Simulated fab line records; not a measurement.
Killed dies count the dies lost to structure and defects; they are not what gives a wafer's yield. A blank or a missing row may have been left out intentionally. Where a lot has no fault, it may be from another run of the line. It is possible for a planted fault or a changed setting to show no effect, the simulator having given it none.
A single fault, viewed from 3 desks / flow n5 finfet / only its own numbers are on each desk; what lay behind them is given at the end

== THE DEFECT DESK ==
Counts from the inspections along the route, per lot, as means over the sampled wafers that have a number. Marked OUT: a lot whose mean sits more than 4 standard deviations from the usual mean, which makes it out of limits; the brackets give that distance.
Columns: A = raw defect count at N5_PMOS_HMC_CHANNEL_EPI_INSPECT_30, usual 18
lot=L239; first seen here=day 1 20:49; A=17
lot=L244; first seen here=day 3 01:55; A=22
lot=L245; first seen here=day 3 08:08; A=15
lot=L250; first seen here=day 4 14:00; A=10
lot=L255; first seen here=day 5 19:54; A=20
lot=L257; first seen here=day 6 10:50; A=24
lot=L258; first seen here=day 6 15:50; A=21
lot=L261; first seen here=day 7 09:09; A=15
lot=L262; first seen here=day 7 14:26; A=23
This desk's finding: nothing out of limits on any of the 9 lots.

== THE METROLOGY DESK ==
Means of the sampled wafers that have a number, per lot and without regard to the tool the lot ran on: this is what the gauges read. Marked OUT: a lot whose mean sits more than 4 standard deviations from the usual mean, which makes it out of limits; the brackets give that distance. Shown here are 7 of its 11 readings, the ones lying furthest out on some lot.
Columns: A = cd nm at N5_FIN_SAQP_CD_MEAS_27, usual 20.32 nm; B = DIBL_N at N5_BEOL_M4_RC_MEAS_101, usual 36.8 mV/V; C = IOFF_P at N5_BEOL_M4_RC_MEAS_101, usual 0.22 nA/um; D = ION_N at N5_BEOL_M4_RC_MEAS_101, usual 672 uA/um; E = ION_P at N5_BEOL_M4_RC_MEAS_101, usual 460 uA/um; F = VT_N at N5_BEOL_M4_RC_MEAS_101, usual 249 mV; G = VT_P at N5_BEOL_M4_RC_MEAS_101, usual -250 mV
lot=L239; first seen here=day 2 00:38; A=20.51; B=38.2; C=0.19; D=673; E=453; F=249; G=-253
lot=L244; first seen here=day 3 05:31; A=20.58; B=36.8; C=0.20; D=671; E=454; F=248; G=-251
lot=L245; first seen here=day 3 11:40; A=20.50; B=35.7; C=0.19; D=665; E=454; F=251; G=-254
lot=L250; first seen here=day 4 18:07; A=20.21; B=35.4; C=0.18; D=660; E=448; F=254; G=-254
lot=L255; first seen here=day 6 00:45; A=20.28; B=36.8; C=0.23; D=686; E=468; F=248; G=-247
lot=L261; first seen here=day 7 12:51; A=20.13; B=35.1; C=0.18; D=666; E=452; F=252; G=-254
lot=L262; first seen here=day 7 17:55; A=19.95; B=37.3; C=0.28; D=682; E=464; F=246; G=-243
This desk's finding: nothing out of limits on any of the 7 lots.

== DESK OF THE TOOL OWNER: rie diel-01 ==
The tool's own readings at N5_FIN_SAQP_HM_OPEN_73 (chemistry CHF3/O2, target SiO2, stops on a-Si, target depth 12 nm, time 16.8 s): means of the sampled wafers that have a number, for each lot that ran on this tool. Marked OUT: a lot whose mean sits more than 4 standard deviations from the usual mean, which makes it out of limits; the brackets give that distance.
Columns: A = CHF3_flow_sccm at N5_FIN_SAQP_HM_OPEN_73, usual 50.03 sccm; B = O2_flow_sccm at N5_FIN_SAQP_HM_OPEN_73, usual 5.000 sccm; C = drypump motor current A at N5_FIN_SAQP_HM_OPEN_73, usual 5.4 A; D = oes product au at N5_FIN_SAQP_HM_OPEN_73, usual 0.44 a.u.; E = rf vpp V at N5_FIN_SAQP_HM_OPEN_73, usual 526 V; F = showerhead plenum p Torr at N5_FIN_SAQP_HM_OPEN_73, usual 2.38 Torr; G = throttle valve pct at N5_FIN_SAQP_HM_OPEN_73, usual 18.80 %
lot=L239; first seen here=day 1 22:46; A=49.94; B=4.995; C=5.2; D=0.44; E=509; F=2.47; G=18.91
lot=L245; first seen here=day 3 09:45; A=50.05; B=5.016; C=5.4; D=0.41; E=536; F=2.39; G=18.91
This desk's finding: nothing out of limits on any of the 2 lots.

== BROUGHT TOGETHER ==
Nothing the defect desk looked at was out of limits.
From the metrology desk's view, nothing was out of limits.
The desk of the tool owner found nothing out of limits.

== WHAT THE SIMULATOR PUT IN ==
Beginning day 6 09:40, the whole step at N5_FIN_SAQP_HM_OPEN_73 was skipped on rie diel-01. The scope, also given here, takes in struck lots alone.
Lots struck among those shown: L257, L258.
